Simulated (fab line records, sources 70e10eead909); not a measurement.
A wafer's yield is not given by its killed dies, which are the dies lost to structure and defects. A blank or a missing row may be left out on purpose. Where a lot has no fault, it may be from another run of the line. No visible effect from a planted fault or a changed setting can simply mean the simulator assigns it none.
Which tool did it? / flow nand-harc / Sampling: 13 lots, 39 wafers, 5 of 1159 route steps

## WHAT EACH GAUGE READ, for each wafer
NHARC_A_BONDPAD_CD_MEAS_13. Usual: 499.8 nm for cd-nm, sd 1.5.
lot=L631; measured=day 18 01:01; on=cd-sem-02; cd-nm (nm)=502.2 502.0 502.0; flag=
lot=L630; measured=day 18 10:22; on=cd-sem-02; cd-nm (nm)=498.8 497.5 499.1; flag=
lot=L632; measured=day 18 04:01; on=cd-sem-01; cd-nm (nm)=502.7 500.6 501.3; flag=
lot=L633; measured=day 18 05:31; on=cd-sem-01; cd-nm (nm)=498.9 498.6 501.3; flag=
lot=L635; measured=day 18 20:04; on=cd-sem-02; cd-nm (nm)=499.9 500.3 499.2; flag=
lot=L643; measured=day 20 19:31; on=cd-sem-01; cd-nm (nm)=497.0 498.7 499.2; flag=
lot=L644; measured=day 21 04:57; on=cd-sem-03; cd-nm (nm)=498.2 499.3 499.1; flag=
lot=L647; measured=day 22 03:40; on=cd-sem-02; cd-nm (nm)=497.1 497.2 498.4; flag=
lot=L648; measured=day 22 15:59; on=cd-sem-03; cd-nm (nm)=501.3 500.1 498.1; flag=
lot=L651; measured=day 23 03:25; on=cd-sem-01; cd-nm (nm)=502.3 499.7 501.3; flag=
lot=L652; measured=day 22 19:11; on=cd-sem-03; cd-nm (nm)=500.0 499.6 500.9; flag=
lot=L650; measured=day 23 03:10; on=cd-sem-03; cd-nm (nm)=502.0 500.1 501.2; flag=
lot=L653; measured=day 23 15:44; on=cd-sem-03; cd-nm (nm)=499.8 500.9 499.9; flag=

NHARC_END_SORT_01. Usual: killed-at-array 26, standard deviation 9.6; killed-at-other 0.7, standard deviation 0.92; killed-at-periphery 3.8, standard deviation 2.7; killed-dies 31, standard deviation 10; killed-open 3.3, standard deviation 1.7; killed-short 1.8, standard deviation 1.3.
lot=L635; measured=day 20 12:20; on=prober-01; killed-at-array=12 94 17; killed-at-other=0 1 0; killed-at-periphery=5 3 7; killed-dies=17 98 24; killed-open=6 2 6; killed-short=2 2 4; flag=

## WHAT TOOL EACH LOT RAN ON (gives the tool, then ch and the chambers of the sampled wafers, and finally the start)
lot=L631; NHARC_A_CHANNEL_FILL_D1_STRIP_28=rie-diel-08 ch 0,3, day 9 19:57; NHARC_A_BONDPAD_STRIP_15=rie-diel-08 ch 1,2, day 18 01:05; NHARC_THIN_TSV_CMP_01=cmp-03 ch 0,2,3, day 18 15:31
lot=L630; NHARC_A_CHANNEL_FILL_D1_STRIP_28=rie-diel-13 ch 0,1, day 10 01:31; NHARC_A_BONDPAD_STRIP_15=rie-diel-01 ch 0,2,3, day 18 10:26; NHARC_THIN_TSV_CMP_01=cmp-02 ch 0,3, day 19 01:25
lot=L632; NHARC_A_CHANNEL_FILL_D1_STRIP_28=rie-diel-08 ch 0,1, day 10 07:52; NHARC_A_BONDPAD_STRIP_15=rie-diel-08 ch 0,3, day 18 04:05; NHARC_THIN_TSV_CMP_01=cmp-01 ch 0,3, day 18 19:56
lot=L633; NHARC_A_CHANNEL_FILL_D1_STRIP_28=rie-diel-13 ch 1,2, day 10 07:53; NHARC_A_BONDPAD_STRIP_15=rie-diel-02 ch 0,1,2, day 18 05:36; NHARC_THIN_TSV_CMP_01=cmp-03 ch 1,2, day 18 21:07
lot=L635; NHARC_A_CHANNEL_FILL_D1_STRIP_28=rie-diel-13 ch 0,2,3, day 10 14:43; NHARC_A_BONDPAD_STRIP_15=rie-diel-08 ch 1,3, day 18 20:09; NHARC_THIN_TSV_CMP_01=cmp-02 ch 1,3, day 19 07:30
lot=L643; NHARC_A_CHANNEL_FILL_D1_STRIP_28=rie-diel-08 ch 0,2,3, day 12 22:26; NHARC_A_BONDPAD_STRIP_15=rie-diel-02 ch 0,1,3, day 20 19:35; NHARC_THIN_TSV_CMP_01=cmp-01 ch 0,1,2, day 21 09:53
lot=L644; NHARC_A_CHANNEL_FILL_D1_STRIP_28=rie-diel-08 ch 1,2,3, day 13 08:46; NHARC_A_BONDPAD_STRIP_15=rie-diel-02 ch 1,2,3, day 21 05:02; NHARC_THIN_TSV_CMP_01=cmp-03 ch 0,1,2, day 22 02:41
lot=L647; NHARC_A_CHANNEL_FILL_D1_STRIP_28=rie-diel-13 ch 0,2,3, day 13 13:13; NHARC_A_BONDPAD_STRIP_15=rie-diel-08 ch 1,2,3, day 22 03:44; NHARC_THIN_TSV_CMP_01=cmp-03 ch 1,2,3, day 23 01:32
lot=L648; NHARC_A_CHANNEL_FILL_D1_STRIP_28=rie-diel-08 ch 1,2, day 14 04:32; NHARC_A_BONDPAD_STRIP_15=rie-diel-01 ch 0,1,2, day 22 16:05; NHARC_THIN_TSV_CMP_01=cmp-03 ch 0,1,2, day 23 05:22
lot=L651; NHARC_A_CHANNEL_FILL_D1_STRIP_28=rie-diel-13 ch 1,2,3, day 14 19:21; NHARC_A_BONDPAD_STRIP_15=rie-diel-08 ch 0,2,3, day 23 03:30; NHARC_THIN_TSV_CMP_01=cmp-02 ch 1,2,3, day 23 16:44
lot=L652; NHARC_A_CHANNEL_FILL_D1_STRIP_28=rie-diel-01 ch 0,1,2, day 14 19:21; NHARC_A_BONDPAD_STRIP_15=rie-diel-08 ch 0,1,3, day 22 19:16; NHARC_THIN_TSV_CMP_01=cmp-02 ch 0,1,2, day 23 06:35
lot=L650; NHARC_A_CHANNEL_FILL_D1_STRIP_28=rie-diel-08 ch 0,1,3, day 14 19:25; NHARC_A_BONDPAD_STRIP_15=rie-diel-01 ch 2,3, day 23 03:14; NHARC_THIN_TSV_CMP_01=cmp-02 ch 0,1,3, day 23 17:55
lot=L653; NHARC_A_CHANNEL_FILL_D1_STRIP_28=rie-diel-13 ch 0,1,3, day 15 10:20; NHARC_A_BONDPAD_STRIP_15=rie-diel-02 ch 0,1,2, day 23 15:50; NHARC_THIN_TSV_CMP_01=cmp-01 ch 1,3, day 24 08:07
- NHARC_A_CHANNEL_FILL_D1_STRIP_28: strips in O2, time 20 s.
- NHARC_A_BONDPAD_STRIP_15: strips in O2.
- NHARC_THIN_TSV_CMP_01: polishes.

## WHAT THE TOOLS THEMSELVES READ (means of the sampled wafers that have a number; where no wafer has one, the mark that the record gives instead)
NHARC_A_CHANNEL_FILL_D1_STRIP_28. Usual: drypump-motor-current-A 5.6 A, standard deviation 0.57; oes-product-au 0.997 a.u., standard deviation 0.0076; rf-vpp-V 57.6 V, standard deviation 0.89; showerhead-plenum-p-Torr 3.49 Torr, standard deviation 0.15; throttle-valve-pct 17.038 %, standard deviation 0.01.
lot=L631; tool=rie-diel-08; drypump-motor-current-A (A)=6.0; oes-product-au (a.u.)=0.997; rf-vpp-V (V)=58.1; showerhead-plenum-p-Torr (Torr)=3.66; throttle-valve-pct (%)=17.038; flag=
lot=L630; tool=rie-diel-13; drypump-motor-current-A (A)=4.9; oes-product-au (a.u.)=0.992; rf-vpp-V (V)=57.9; showerhead-plenum-p-Torr (Torr)=3.39; throttle-valve-pct (%)=17.027; flag=
lot=L632; tool=rie-diel-08; drypump-motor-current-A (A)=6.3; oes-product-au (a.u.)=0.998; rf-vpp-V (V)=57.5; showerhead-plenum-p-Torr (Torr)=3.46; throttle-valve-pct (%)=17.029; flag=
lot=L633; tool=rie-diel-13; drypump-motor-current-A (A)=5.1; oes-product-au (a.u.)=0.997; rf-vpp-V (V)=57.5; showerhead-plenum-p-Torr (Torr)=3.35; throttle-valve-pct (%)=17.042; flag=
lot=L635; tool=rie-diel-13; drypump-motor-current-A (A)=5.1; oes-product-au (a.u.)=0.996; rf-vpp-V (V)=58.0; showerhead-plenum-p-Torr (Torr)=3.47; throttle-valve-pct (%)=17.042; flag=
lot=L643; tool=rie-diel-08; drypump-motor-current-A (A)=6.1; oes-product-au (a.u.)=0.997; rf-vpp-V (V)=57.6; showerhead-plenum-p-Torr (Torr)=3.65; throttle-valve-pct (%)=17.042; flag=
lot=L644; tool=rie-diel-08; drypump-motor-current-A (A)=5.9; oes-product-au (a.u.)=1.000; rf-vpp-V (V)=57.5; showerhead-plenum-p-Torr (Torr)=3.58; throttle-valve-pct (%)=17.033; flag=
lot=L647; tool=rie-diel-13; drypump-motor-current-A (A)=5.2; oes-product-au (a.u.)=0.996; rf-vpp-V (V)=58.0; showerhead-plenum-p-Torr (Torr)=3.47; throttle-valve-pct (%)=17.046; flag=
lot=L648; tool=rie-diel-08; drypump-motor-current-A (A)=6.1; oes-product-au (a.u.)=0.988; rf-vpp-V (V)=57.9; showerhead-plenum-p-Torr (Torr)=3.57; throttle-valve-pct (%)=17.051; flag=
lot=L651; tool=rie-diel-13; drypump-motor-current-A (A)=5.3; oes-product-au (a.u.)=1.002; rf-vpp-V (V)=57.7; showerhead-plenum-p-Torr (Torr)=3.43; throttle-valve-pct (%)=17.027; flag=
lot=L652; tool=rie-diel-01; drypump-motor-current-A (A)=5.9; oes-product-au (a.u.)=0.998; rf-vpp-V (V)=58.1; showerhead-plenum-p-Torr (Torr)=3.66; throttle-valve-pct (%)=17.033; flag=
lot=L650; tool=rie-diel-08; drypump-motor-current-A (A)=6.0; oes-product-au (a.u.)=1.011; rf-vpp-V (V)=57.6; showerhead-plenum-p-Torr (Torr)=3.52; throttle-valve-pct (%)=17.033; flag=
lot=L653; tool=rie-diel-13; drypump-motor-current-A (A)=5.2; oes-product-au (a.u.)=0.993; rf-vpp-V (V)=57.7; showerhead-plenum-p-Torr (Torr)=3.47; throttle-valve-pct (%)=17.048; flag=

NHARC_A_BONDPAD_STRIP_15. Usual: drypump-motor-current-A 5.9 A, standard deviation 0.33; oes-product-au 1.000 a.u., standard deviation 0.007; rf-vpp-V 57.8 V, standard deviation 0.88; showerhead-plenum-p-Torr 3.56 Torr, standard deviation 0.17; throttle-valve-pct 17.036 %, standard deviation 0.0089.
lot=L631; tool=rie-diel-08; drypump-motor-current-A (A)=6.1; oes-product-au (a.u.)=1.001; rf-vpp-V (V)=58.3; showerhead-plenum-p-Torr (Torr)=3.57; throttle-valve-pct (%)=17.040; flag=
lot=L630; tool=rie-diel-01; drypump-motor-current-A (A)=5.9; oes-product-au (a.u.)=1.000; rf-vpp-V (V)=57.7; showerhead-plenum-p-Torr (Torr)=3.51; throttle-valve-pct (%)=17.041; flag=
lot=L632; tool=rie-diel-08; drypump-motor-current-A (A)=6.0; oes-product-au (a.u.)=1.006; rf-vpp-V (V)=58.8; showerhead-plenum-p-Torr (Torr)=3.66; throttle-valve-pct (%)=17.031; flag=
lot=L633; tool=rie-diel-02; drypump-motor-current-A (A)=5.5; oes-product-au (a.u.)=0.999; rf-vpp-V (V)=58.0; showerhead-plenum-p-Torr (Torr)=3.49; throttle-valve-pct (%)=17.031; flag=
lot=L635; tool=rie-diel-08; drypump-motor-current-A (A)=5.8; oes-product-au (a.u.)=0.992; rf-vpp-V (V)=57.2; showerhead-plenum-p-Torr (Torr)=3.45; throttle-valve-pct (%)=17.041; flag=
lot=L643; tool=rie-diel-02; drypump-motor-current-A (A)=5.8; oes-product-au (a.u.)=1.007; rf-vpp-V (V)=57.3; showerhead-plenum-p-Torr (Torr)=3.43; throttle-valve-pct (%)=17.035; flag=
lot=L644; tool=rie-diel-02; drypump-motor-current-A (A)=5.6; oes-product-au (a.u.)=1.006; rf-vpp-V (V)=56.8; showerhead-plenum-p-Torr (Torr)=3.55; throttle-valve-pct (%)=17.036; flag=
lot=L647; tool=rie-diel-08; drypump-motor-current-A (A)=5.9; oes-product-au (a.u.)=0.998; rf-vpp-V (V)=57.6; showerhead-plenum-p-Torr (Torr)=3.58; throttle-valve-pct (%)=17.039; flag=
lot=L648; tool=rie-diel-01; drypump-motor-current-A (A)=5.9; oes-product-au (a.u.)=1.000; rf-vpp-V (V)=58.2; showerhead-plenum-p-Torr (Torr)=3.64; throttle-valve-pct (%)=17.034; flag=
lot=L651; tool=rie-diel-08; drypump-motor-current-A (A)=6.1; oes-product-au (a.u.)=1.001; rf-vpp-V (V)=58.0; showerhead-plenum-p-Torr (Torr)=3.65; throttle-valve-pct (%)=17.030; flag=
lot=L652; tool=rie-diel-08; drypump-motor-current-A (A)=6.0; oes-product-au (a.u.)=0.992; rf-vpp-V (V)=58.1; showerhead-plenum-p-Torr (Torr)=3.52; throttle-valve-pct (%)=17.034; flag=
lot=L650; tool=rie-diel-01; drypump-motor-current-A (A)=5.7; oes-product-au (a.u.)=1.002; rf-vpp-V (V)=58.8; showerhead-plenum-p-Torr (Torr)=3.75; throttle-valve-pct (%)=17.039; flag=
lot=L653; tool=rie-diel-02; drypump-motor-current-A (A)=5.5; oes-product-au (a.u.)=1.004; rf-vpp-V (V)=57.8; showerhead-plenum-p-Torr (Torr)=3.47; throttle-valve-pct (%)=17.041; flag=

NHARC_THIN_TSV_CMP_01. Usual: 12.4 A for motor-current-A, sd 1.4.
lot=L631; tool=cmp-03; motor-current-A (A)=11.3; flag=
lot=L630; tool=cmp-02; motor-current-A (A)=13.7; flag=
lot=L632; tool=cmp-01; motor-current-A (A)=12.1; flag=
lot=L633; tool=cmp-03; motor-current-A (A)=13.6; flag=
lot=L635; tool=cmp-02; motor-current-A (A)=13.7; flag=
lot=L643; tool=cmp-01; motor-current-A (A)=12.2; flag=
lot=L644; tool=cmp-03; motor-current-A (A)=12.6; flag=
lot=L647; tool=cmp-03; motor-current-A (A)=13.2; flag=
lot=L648; tool=cmp-03; motor-current-A (A)=12.0; flag=
lot=L651; tool=cmp-02; motor-current-A (A)=12.4; flag=
lot=L652; tool=cmp-02; motor-current-A (A)=11.9; flag=
lot=L650; tool=cmp-02; motor-current-A (A)=13.0; flag=
lot=L653; tool=cmp-01; motor-current-A (A)=11.8; flag=

## THE ANSWER, worked out from the rows above alone
Rule: a lot counts as off when the mean over its wafers that have a number is more than 3 standard deviations away from the usual mean. Also off: a lot with no number at a reading for which 4 or more lots have one. Where the step has rows for the other lots, those lots are counted as sound. After the gauges, taken in route order, come the tools' own readings; for these a lot's mean is taken, as printed above. The first step at which some lot is off is used, and at that step the reading that is off furthest; a lot without a number counts as furthest.
No lot is off at any reading shown: from this, nothing can be told.

## WHAT THE SIMULATOR HAD INSERTED
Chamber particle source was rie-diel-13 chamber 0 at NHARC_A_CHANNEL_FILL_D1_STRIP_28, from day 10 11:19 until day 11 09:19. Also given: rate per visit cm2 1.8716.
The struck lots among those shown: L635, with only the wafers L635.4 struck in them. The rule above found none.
